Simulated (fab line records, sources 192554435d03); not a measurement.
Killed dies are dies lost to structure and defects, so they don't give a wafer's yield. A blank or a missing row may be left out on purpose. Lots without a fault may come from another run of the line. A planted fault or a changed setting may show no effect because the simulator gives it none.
fab line records | flow n5_finfet
record lots=7 wafers=21
route steps=1938 shown BEOL_M8@1369 BEOL_M9@1417 BEOL_M10@1533 BEOL_M11@1536 BEOL_M14@1723
start_h: hours from the record's first day to the start of the lot's first wafer shown | wait_h: hours since the lot's step before | " the same as in the row above | L1.1+2: a row that stands for several wafers | - no value, or no start given | * or withheld: withheld | < > ~ a bound
route shown NAME@n: a module of which the file shows steps, and the number in the route of the first | usual: mean/standard deviation of fault-free wafers | same: alike in all rows | chamber/n: place in a boat | sites: the reading at each site | _std_site: their standard deviation | _edge_site: outer sites' mean less inner sites' | radius_mm: how far each site lies from the wafer's centre | mask NAME#n: copy n | behind: the tool/chamber that last shaped the wafer | hold: why the lot was held/for how many hours/how that ended | device: the transistor (n, p or np) that didn't switch | end of line: the same wafers' tests at the end of the route | a step without rows: its recipe alone | killed: dies lost to structure and defects at the first sort, not the wafer's yield | map: a wafer's dies, x killed, . not, _ none there
set.NAME: the setting as run; set.NAME@STEP: as run at that earlier step | model.NAME: the simulator's own value behind a step, which no gauge read
lots whose settings were changed on purpose; a table a step, a row a wafer
## steps
# step N5_BEOL_M8_ETCH_72
# recipe chemistry=N2/H2 target=underlayer target_depth_a=65 mask_material=CAR-EUV time_s=5.2 ion_energy_ev=200 pressure_mtorr=30 source_w=840 bias_w=150 n2_flow_sccm=200 h2_flow_sccm=200 ends=cleared
# columns lot.wafer tool chamber start_h wait_h set.h2_flow_sccm set.dose_mj@BEOL_M8_EXPOSE_25 model.BEOL_M8.cd_nm
L075.1 rie_diel-05 1 205.22 0.0 200 41.08 39.2
L075.3 " 3 " " 200 41.08 39
L075.6 " 0 " " 200 42.5 40.2
L077.3 rie_diel-04 0 226.67 0.0 200 41.35 39.6
L077.4 " 3 " " 212.6 41.35 39.2
L077.6 " 1 " " 212.6 42.5 40
L082.4 rie_diel-01 3 251.78 0.0 200 45.49 40.8
L082.5 " 0 " " 200 42.5 39.6
L082.6 " 3 " " 200 45.49 41
L089.2+6 rie_diel-01 0 278.50 0.0 200 42.5 39.8
L089.4 " 3 " " 200 42.5 40.2
L092.2 rie_diel-01 2 313.32 0.0 205.5 42.5 40.2
L092.3 " 3 " " 200 44.45 40.8
L092.4 " 1 " " 205.5 42.5 40
L096.2 rie_diel-04 0 333.33 0.0 185.4 42.5 40.2
L096.5 " 1 " " 200 42.5 39.8
L096.6 " 2 " " 185.4 42.5 40
L097.2+6 rie_diel-04 3,0 343.43 0.0 200 40.02 39
L097.3 " 1 " " 200 42.5 40.2
# step N5_BEOL_M8_ETCH_65
# recipe chemistry=CF4 target=SiARC target_depth_a=156 mask_material=CAR-EUV time_s=26 ion_energy_ev=80 pressure_mtorr=40 source_w=545 bias_w=36 Ar_flow_sccm=100 cf4_flow_sccm=100 ends=cleared
# columns lot.wafer tool chamber start_h wait_h set.dose_mj@BEOL_M8_EXPOSE_25 model.BEOL_M8.cd_nm
L075.1 rie_diel-05 1 205.24 0.0 41.08 39
L075.3 " 3 " " 41.08 39.2
L075.6 " 0 " " 42.5 40.2
L077.3+4 rie_diel-04 0,3 226.69 0.0 41.35 39.4
L077.6 " 1 " " 42.5 39.8
L082.4 rie_diel-01 3 251.79 0.0 45.49 40.8
L082.5 " 0 " " 42.5 39.6
L082.6 " 3 " " 45.49 41
L089.2 rie_diel-01 0 278.52 0.0 42.5 40
L089.4 " 3 " " 42.5 40.2
L089.6 " 0 " " 42.5 39.8
L092.2 rie_diel-01 2 313.34 0.0 42.5 40.2
L092.3 " 3 " " 44.45 41
L092.4 " 1 " " 42.5 40
L096.2 rie_diel-04 0 333.34 0.0 42.5 40.2
L096.5+6 " 1,2 " " 42.5 40
L097.2+6 rie_diel-04 3,0 343.44 0.0 40.02 39
L097.3 " 1 " " 42.5 40
# step N5_BEOL_M8_ETCH_66
# recipe chemistry=N2/H2 target=SOC target_depth_a=800 overetch_a=160 mask_material=SiARC temp_c=40 time_s=120 ion_energy_ev=200 pressure_mtorr=30 source_w=840 bias_w=150 n2_flow_sccm=200 h2_flow_sccm=200
# columns lot.wafer tool chamber start_h wait_h set.dose_mj@BEOL_M8_EXPOSE_25 model.BEOL_M8.cd_nm
L075.1+3 rie_diel-05 1,3 205.26 0.0 41.08 39
L075.6 " 0 " " 42.5 40.2
L077.3 rie_diel-04 0 226.72 0.0 41.35 39
L077.4 " 3 " " 41.35 39.2
L077.6 " 1 " " 42.5 39.8
L082.4 rie_diel-01 3 251.82 0.0 45.49 41
L082.5 " 0 " " 42.5 39.8
L082.6 " 3 " " 45.49 41.4
L089.2+6 rie_diel-01 0 278.55 0.0 42.5 40.2
L089.4 " 3 " " 42.5 40.4
L092.2+4 rie_diel-01 2,1 313.37 0.0 42.5 40
L092.3 " 3 " " 44.45 41
L096.2 rie_diel-04 0 333.37 0.0 42.5 39.8
L096.5 " 1 " " 42.5 39.6
L096.6 " 2 " " 42.5 40.2
L097.2 rie_diel-04 3 343.47 0.0 40.02 38.8
L097.3 " 1 " " 42.5 40
L097.6 " 0 " " 40.02 39
# step N5_BEOL_M8_STRIP_69
# recipe chemistry=N2/H2 temp_c=40 n2_flow_sccm=200 h2_flow_sccm=200 rf_frequency_hz=6e+07
# step N5_BEOL_M8_STRIP_73
# recipe chemistry=N2/H2 temp_c=40 n2_flow_sccm=200 h2_flow_sccm=200 rf_frequency_hz=6e+07
# step N5_BEOL_M8_VIA_ETCH_34
# recipe chemistry=C4F6/O2 target=SiCOH_lowk target_depth_a=1255 mask_material=SOC taper_deg=4 time_s=50.5 ion_energy_ev=250 pressure_mtorr=30 source_w=345 bias_w=185 Ar_flow_sccm=300 C4F6_flow_sccm=10 O2_flow_sccm=10
# columns lot.wafer tool chamber start_h wait_h set.dose_mj@BEOL_M8_EXPOSE_25 model.BEOL_M8.cd_nm
L075.1 rie_diel-05 1 205.37 0.0 41.08 39
L075.3 " 3 " " 41.08 38.8
L075.6 " 0 " " 42.5 40.4
L077.3 rie_diel-04 0 226.82 0.0 41.35 38.8
L077.4 " 3 " " 41.35 39.2
L077.6 " 1 " " 42.5 39.8
L082.4 rie_diel-01 3 251.92 0.0 45.49 41
L082.5 " 0 " " 42.5 39.8
L082.6 " 3 " " 45.49 41.4
L089.2+6 rie_diel-01 0 278.65 0.0 42.5 40
L089.4 " 3 " " 42.5 40.6
L092.2 rie_diel-01 2 313.47 0.0 42.5 40.2
L092.3 " 3 " " 44.45 40.8
L092.4 " 1 " " 42.5 40
L096.2+5 rie_diel-04 0,1 333.47 0.0 42.5 39.8
L096.6 " 2 " " 42.5 40.2
L097.2 rie_diel-04 3 343.57 0.0 40.02 38.6
L097.3 " 1 " " 42.5 40.2
L097.6 " 0 " " 40.02 38.8
# step N5_BEOL_M9_DESCUM_16
# recipe chemistry=O2 time_s=7.9 source_power_w=50 bias_power_w=20 pressure_mtorr=20 rf_frequency_hz=2.712e+07 temp_c=40 resist=CAR-ArF o2_flow_sccm=225
# columns lot.wafer tool chamber start_h wait_h set.time_s model.CAR-ArF_of_BEOL_M9_COAT_05.thk_nm
L075.1 rie_diel-03 2 211.28 0.0 7.9 83.8
L075.3 " 3 " " 9.321 82.8
L075.6 " 3 " " 9.321 82.6
L077.3 rie_diel-06 1 231.72 0.0 6.415 84.4
L077.4+6 " 0,2 " " 7.9 83.8
L082.4 rie_diel-06 3 259.91 0.0 7.9 83.8
L082.5 " 2 " " 8.772 83.4
L082.6 " 3 " " 8.772 83.2
L089.2+4 rie_diel-06 0,3 283.46 0.0 7.9 83.6
L089.6 " 0 " " 7.9 83.8
L092.2+3 rie_diel-03 0,1 319.48 0.0 9.192 82.6
L092.4 " 3 " " 7.9 83.4
L096.2 rie_diel-03 1 338.03 0.0 7.9 84
L096.5 " 0 " " 7.9 83.8
L096.6 " 1 " " 9.641 83.2
L097.2+3 rie_diel-03 1,2 348.68 0.0 7.9 83.8
L097.6 " 3 " " 7.9 84
# step N5_BEOL_M9_ETCH_61
# recipe chemistry=CF4 target=SiARC target_depth_a=390 mask_material=CAR-ArF time_s=65 ion_energy_ev=80 pressure_mtorr=40 source_w=545 bias_w=36 Ar_flow_sccm=100 cf4_flow_sccm=100 ends=cleared
# columns lot.wafer tool chamber start_h wait_h set.time_s@BEOL_M9_DESCUM_16 model.CAR-ArF_of_BEOL_M9_COAT_05.thk_nm
L075.1 rie_diel-03 2 211.31 0.0 7.9 55.8
L075.3 " 3 " " 9.321 54.8
L075.6 " 3 " " 9.321 54.6
L077.3 rie_diel-06 1 231.75 0.0 6.415 56.4
L077.4+6 " 0,2 " " 7.9 55.8
L082.4 rie_diel-06 3 259.94 0.0 7.9 55.6
L082.5+6 " 2,3 " " 8.772 55.2
L089.2+4 rie_diel-06 0,3 283.50 0.0 7.9 55.6
L089.6 " 0 " " 7.9 55.8
L092.2+3 rie_diel-03 0,1 319.52 0.0 9.192 54.6
L092.4 " 3 " " 7.9 55.4
L096.2 rie_diel-03 1 338.07 0.0 7.9 56
L096.5 " 0 " " 7.9 55.8
L096.6 " 1 " " 9.641 55
L097.2+3+6 rie_diel-03 1,2,3 348.72 0.0 7.9 55.8
# step N5_BEOL_M10_DEP_56
# recipe material=SiCN target_thk_a=150 temp_c=withheld precursor=3MS/NH3 pressure_torr=3 rf_w=202 time_s=26.5
# columns lot.wafer tool chamber start_h wait_h set.time_s model.SiCN_of_BEOL_M10_DEP_56.thk_nm
L075.1 pecvd-04 1 224.56 0.0 26.5 14.6
L075.3 " 0 " " 29.62 16.2
L075.6 " 1 " " 26.5 15
L077.3 pecvd-04 0 244.35 0.0 25.39 13.8
L077.4 " 0 " " 26.5 14.6
L077.6 " 2 " " 25.39 14.4
L082.4 pecvd-02 0 271.74 0.0 25.37 14.6
L082.5 " 2 " " 25.37 14.2
L082.6 " 1 " " 26.5 15
L089.2 pecvd-02 1 298.71 0.0 26.5 14.6
L089.4+6 " 0,1 " " 26.5 15
L092.2 pecvd-04 1 332.33 0.0 27.57 15.2
L092.3 " 2 " " 26.5 14.6
L092.4 " 2 " " 26.5 15
L096.2 pecvd-04 1 348.32 0.0 26.5 14.8
L096.5 " 2 " " 28.27 15.6
L096.6 " 0 " " 28.27 15.8
L097.2+3 pecvd-04 1,0 362.97 0.0 26.5 14.8
L097.6 " 0 " " 26.5 15.2
# step N5_BEOL_M11_ILD_DEP_00
# recipe material=SiCOH_lowk target_thk_a=3085.1 temp_c=300 precursor=DEMS/porogen pressure_torr=5 rf_w=500 time_s=58
# columns lot.wafer tool chamber start_h wait_h set.time_s model.SiCOH_lowk_of_BEOL_M11_ILD_DEP_00.thk_nm
L075.1 pecvd-01 0 224.70 0.0 58 313
L075.3 " 1 " " 58 311.2
L075.6 " 2 " " 58 320.8
L077.3 pecvd-03 1 244.48 0.0 53.64 281.6
L077.4 " 2 " " 58 307.6
L077.6 " 0 " " 53.64 283.8
L082.4 pecvd-02 0 271.89 0.1 58 313.4
L082.5 " 2 " " 62.9 340
L082.6 " 1 " " 62.9 348.2
L089.2 pecvd-01 0 298.85 0.0 58 316.4
L089.4 " 2 " " 58 315.2
L089.6 " 0 " " 58 314.8
L092.2 pecvd-01 1 332.47 0.0 58 307
L092.3 " 2 " " 58 314
L092.4 " 1 " " 58 312.8
L096.2 pecvd-03 2 348.46 0.0 58 309.8
L096.5 " 2 " " 55.23 298
L096.6 " 1 " " 58 314.6
L097.2 pecvd-03 2 363.11 0.0 58 302.4
L097.3 " 0 " " 63.27 331
L097.6 " 0 " " 63.27 337
# step N5_BEOL_M11_CURE_71
# recipe temp_c=385 time_s=240 ambient=He/Ar material=SiCOH_lowk
# columns lot.wafer tool chamber start_h wait_h set.time_s@BEOL_M11_ILD_DEP_00 model.SiCOH_lowk_of_BEOL_M11_ILD_DEP_00.thk_nm
L075.1 uv_cure-02 1 224.78 0.0 58 272
L075.3 " 1 " " 58 270.4
L075.6 " 1 " " 58 278.8
L077.3 uv_cure-02 0 244.72 0.2 53.64 244.2
L077.4 " 0 " " 58 267.2
L077.6 " 0 " " 53.64 246.2
L082.4 uv_cure-02 0 272.18 0.3 58 272.2
L082.5 " 0 " " 62.9 295.8
L082.6 " 0 " " 62.9 303
L089.2 uv_cure-03 2 299.01 0.1 58 275
L089.4 " 2 " " 58 273.8
L089.6 " 2 " " 58 273.6
L092.2 uv_cure-02 2 332.63 0.1 58 266.6
L092.3 " 2 " " 58 273
L092.4 " 2 " " 58 271.8
L096.2 uv_cure-03 1 348.65 0.2 58 269
L096.5 " 1 " " 55.23 258.8
L096.6 " 1 " " 58 273.4
L097.2 uv_cure-03 0 363.27 0.1 58 262.6
L097.3 " 0 " " 63.27 288
L097.6 " 0 " " 63.27 293.2
# step N5_BEOL_M11_THK_MEAS_01
# recipe reads=SiCOH_lowk_of_BEOL_M11_ILD_DEP_00
# usual M11_ILD_THK=270/4.5
# columns lot.wafer tool chamber start_h wait_h set.time_s@BEOL_M11_ILD_DEP_00 M11_ILD_THK[nm]
L075.1 film_metro-02 - 225.29 0.4 58 272
L075.3 " - " " 58 270
L075.6 " - " " 58 279
L077.3 film_metro-01 - 245.08 0.3 53.64 244
L077.4 " - " " 58 267
L077.6 " - " " 53.64 246
L082.4 film_metro-01 - 272.46 0.2 58 272
L082.5 " - " " 62.9 296
L082.6 " - " " 62.9 303
L089.2 film_metro-01 - 299.44 0.4 58 275
L089.4 " - " " 58 274
L089.6 " - " " 58 274
L092.2 film_metro-01 - 333.06 0.4 58 266
L092.3 " - " " 58 273
L092.4 " - " " 58 272
L096.2 film_metro-02 - 349.08 0.4 58 269
L096.5 " - " " 55.23 259
L096.6 " - " " 58 273
L097.2 film_metro-01 - 363.70 0.4 58 262
L097.3 " - " " 63.27 288
L097.6 " - " " 63.27 293
# step N5_BEOL_M11_CURE_72
# recipe temp_c=370 time_s=120 ambient=DMADMS/He material=SiCOH_lowk
# usual lamp_power_pct=52.31/0.055
# columns lot.wafer tool chamber start_h wait_h set.time_s lamp_power_pct
L075.1 uv_cure-02 2 230.75 0.0 120 52.27
L075.3 " 2 " " 120 52.33
L075.6 " 2 " " 120 52.22
L077.3 uv_cure-01 0 248.43 0.2 120 52.31
L077.4 " 0 " " 120 52.27
L077.6 " 0 " " 120 52.36
L082.4 uv_cure-03 0 275.36 0.2 109.1 52.44
L082.5 " 0 " " 109.1 52.44
L082.6 " 0 " " 109.1 52.32
L089.2 uv_cure-02 1 302.81 0.1 120 52.23
L089.4 " 1 " " 120 52.25
L089.6 " 1 " " 120 52.33
L092.2 uv_cure-03 2 337.31 0.1 120 52.42
L092.3 " 2 " " 120 52.32
L092.4 " 2 " " 120 52.24
L096.2 uv_cure-03 0 352.52 0.1 120 52.33
L096.5 " 0 " " 138.2 51.52
L096.6 " 0 " " 120 52.38
L097.2 uv_cure-01 2 368.95 0.3 120 52.29
L097.3 " 2 " " 120 52.32
L097.6 " 2 " " 132.9 51.74
# step N5_BEOL_M14_PEB_08
# recipe peb_temp_c=130 peb_time_s=90
# columns lot.wafer tool chamber start_h wait_h set.peb_time_s
L075.1+3+6 litho_track-04 0 245.53 0.1 90
L077.3+4 litho_track-04 0 262.09 0.0 73.25
L077.6 " 0 " " 90
L082.4+5 litho_track-04 0 289.73 0.0 69.96
L082.6 " 0 " " 90
L089.2+4+6 litho_track-03 0 316.68 0.0 90
L092.2+3 litho_track-03 0 350.86 0.0 90
L092.4 " 0 " " 72.45
L096.2+6 litho_track-03 0 368.29 0.0 75.14
L096.5 " 0 " " 90
L097.2+3+6 litho_track-03 0 384.87 0.0 90
# step N5_BEOL_M14_DEVELOP_09
# recipe develop_time_s=45 rinse_liquid=diw dry=air_spin dev_temp_c=21
# step N5_BEOL_M14_HARDBAKE_14
# recipe temp_c=130 time_s=120
# step N5_BEOL_M14_CD_MEAS_10
# recipe target_cd_nm=250 landing_energy_ev=500 detector=se_inlens polarity=opening
# usual cd_nm=250.5/2.1
# columns lot.wafer tool chamber start_h wait_h set.peb_time_s@BEOL_M14_PEB_08 cd_nm
L075.1 cd_sem-02 0 245.64 - 90 251.9
L075.3 " 0 " " 90 250.7
L075.6 " 0 " " 90 252.3
L077.3 cd_sem-03 0 262.21 - 73.25 241.1
L077.4 " 0 " " 73.25 245.8
L077.6 " 0 " " 90 249.4
L082.4 cd_sem-01 0 289.85 - 69.96 239.8
L082.5 " 0 " " 69.96 241.6
L082.6 " 0 " " 90 253.3
L089.2 cd_sem-01 0 316.80 - 90 252.9
L089.4 " 0 " " 90 252.3
L089.6 " 0 " " 90 250.0
L092.2 cd_sem-02 0 350.97 - 90 249.9
L092.3 " 0 " " 90 248.6
L092.4 " 0 " " 72.45 241.6
L096.2 cd_sem-02 0 368.40 - 75.14 242.7
L096.5 " 0 " " 90 248.0
L096.6 " 0 " " 75.14 241.2
L097.2 cd_sem-03 0 384.99 - 90 251.1
L097.3 " 0 " " 90 252.4
L097.6 " 0 " " 90 247.5
# step N5_BEOL_M14_ETCH_59
# recipe chemistry=N2/H2 target=BARC target_depth_a=890 overetch_a=267 time_s=67.9 ion_energy_ev=200 pressure_mtorr=30 source_w=840 bias_w=150 n2_flow_sccm=200 h2_flow_sccm=200
# columns lot.wafer tool chamber start_h wait_h set.time_s model.coat_of_BEOL_M14_COAT_04.thk_nm
L075.1 rie_diel-05 0 246.08 0.0 67.9 718
L075.3 " 2 " " 67.9 719.8
L075.6 " 3 " " 67.9 720
L077.3 rie_diel-04 0 262.93 0.0 67.9 724.6
L077.4 " 1 " " 77.11 711.2
L077.6 " 0 " " 77.11 713.4
L082.4 rie_diel-04 3 290.19 0.0 67.9 715
L082.5 " 1 " " 67.9 716.2
L082.6 " 2 " " 67.9 715.4
L089.2 rie_diel-05 2 316.92 0.0 67.9 720.6
L089.4 " 2 " " 67.9 724.8
L089.6 " 0 " " 67.9 716.2
L092.2 rie_diel-01 0 351.20 0.0 67.9 720.6
L092.3 " 2 " " 56.93 729.8
L092.4 " 1 " " 56.93 727.2
L096.2 rie_diel-05 0 368.52 0.0 72.57 710.8
L096.5 " 1 " " 67.9 719.2
L096.6 " 3 " " 72.57 716.4
L097.2 rie_diel-04 1 385.11 0.0 55.04 730
L097.3 " 2 " " 67.9 713.4
L097.6 " 1 " " 55.04 728.8
# step N5_BEOL_M14_VIA_ETCH_16
# recipe chemistry=C4F8/O2/Ar target=SiO2 he_inner_torr=15 he_outer_torr=30 target_depth_a=12313 time_s=withheld ion_energy_ev=800 pressure_mtorr=20 source_w=1905 bias_w=2040 Ar_flow_sccm=400 C4F8_flow_sccm=16 O2_flow_sccm=12 ends=cleared
# step N5_BEOL_M14_STRIP_63
# recipe chemistry=O2 power_w=600 temp_c=60 pressure_mtorr=30 rf_frequency_hz=6e+07 bias_power_w=0 overash_fraction=0.3 o2_flow_sccm=225
# step N5_BEOL_M14_STRIP_71
# recipe chemistry=post_etch_residue_remover time_s=60 temp_c=25 remover_ph=withheld remover_water_wt_pct=withheld remover_fluoride_wt_pct=withheld
# step N5_BEOL_M14_SRD_72
# recipe time_s=30 temp_c=23 rinse_liquid=diw dry=n2_spin spin_rpm=1500 dry_time_s=30
# step N5_BEOL_M14_CD_MEAS_17
# recipe target_cd_nm=250 polarity=opening
# usual cd_nm=250.8/2.4
# columns lot.wafer tool chamber start_h wait_h set.peb_time_s@BEOL_M14_PEB_08 cd_nm
L075.1 cd_sem-01 - 246.48 0.0 90 252.7
L075.3 " - " " 90 252.1
L075.6 " - " " 90 250.0
L077.3 cd_sem-02 - 263.34 0.0 73.25 241.1
L077.4 " - " " 73.25 247.4
L077.6 " - " " 90 252.2
L082.4 cd_sem-03 - 290.59 0.0 69.96 239.9
L082.5 " - " " 69.96 242.1
L082.6 " - " " 90 253.0
L089.2 cd_sem-02 - 317.32 0.0 90 254.5
L089.4 " - " " 90 254.1
L089.6 " - " " 90 251.2
L092.2 cd_sem-01 - 351.60 0.0 90 252.0
L092.3 " - " " 90 247.6
L092.4 " - " " 72.45 237.4
L096.2 cd_sem-01 - 368.93 0.0 75.14 244.5
L096.5 " - " " 90 248.0
L096.6 " - " " 75.14 239.6
L097.2 cd_sem-03 - 385.52 0.0 90 248.4
L097.3 " - " " 90 251.5
L097.6 " - " " 90 244.8
## key
split step=N5_BEOL_M8_ETCH_72 setting=h2_flow_sccm stated=200 by=wafer
response none clear
split step=N5_BEOL_M9_DESCUM_16 setting=time_s stated=7.9 by=wafer
response step=N5_BEOL_M9_DESCUM_16 reading=model.CAR-ArF_of_BEOL_M9_COAT_05.thk_nm change=-0.0419 per=1% r=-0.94
response step=N5_BEOL_M9_ETCH_61 reading=model.CAR-ArF_of_BEOL_M9_COAT_05.thk_nm change=-0.0441 per=1% r=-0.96
split step=N5_BEOL_M10_DEP_56 setting=time_s stated=26.5 by=wafer
response step=N5_BEOL_M10_DEP_56 reading=model.SiCN_of_BEOL_M10_DEP_56.thk_nm change=+0.122 per=1% r=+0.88
split step=N5_BEOL_M11_ILD_DEP_00 setting=time_s stated=58 by=wafer
response step=N5_BEOL_M11_ILD_DEP_00 reading=model.SiCOH_lowk_of_BEOL_M11_ILD_DEP_00.thk_nm change=+3.44 per=1% r=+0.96
response step=N5_BEOL_M11_CURE_71 reading=model.SiCOH_lowk_of_BEOL_M11_ILD_DEP_00.thk_nm change=+3.04 per=1% r=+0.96
response step=N5_BEOL_M11_THK_MEAS_01 reading=M11_ILD_THK change=+3.04 per=1% r=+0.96
split step=N5_BEOL_M11_CURE_72 setting=time_s stated=120 by=wafer
response step=N5_BEOL_M11_CURE_72 reading=lamp_power_pct change=* per=1% r=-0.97
split step=N5_BEOL_M14_PEB_08 setting=peb_time_s stated=90 by=wafer
response step=N5_BEOL_M14_CD_MEAS_10 reading=cd_nm change=+0.429 per=1% r=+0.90
response step=N5_BEOL_M14_CD_MEAS_17 reading=cd_nm change=+0.504 per=1% r=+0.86
split step=N5_BEOL_M14_ETCH_59 setting=time_s stated=67.9 by=wafer
response step=N5_BEOL_M14_ETCH_59 reading=model.coat_of_BEOL_M14_COAT_04.thk_nm change=-0.747 per=1% r=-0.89
split outside_this_file step=N5_BEOL_M8_EXPOSE_25 setting=dose_mj
# split outside_this_file: this setting was split too, and the file shows its column; the key of that split is in another file
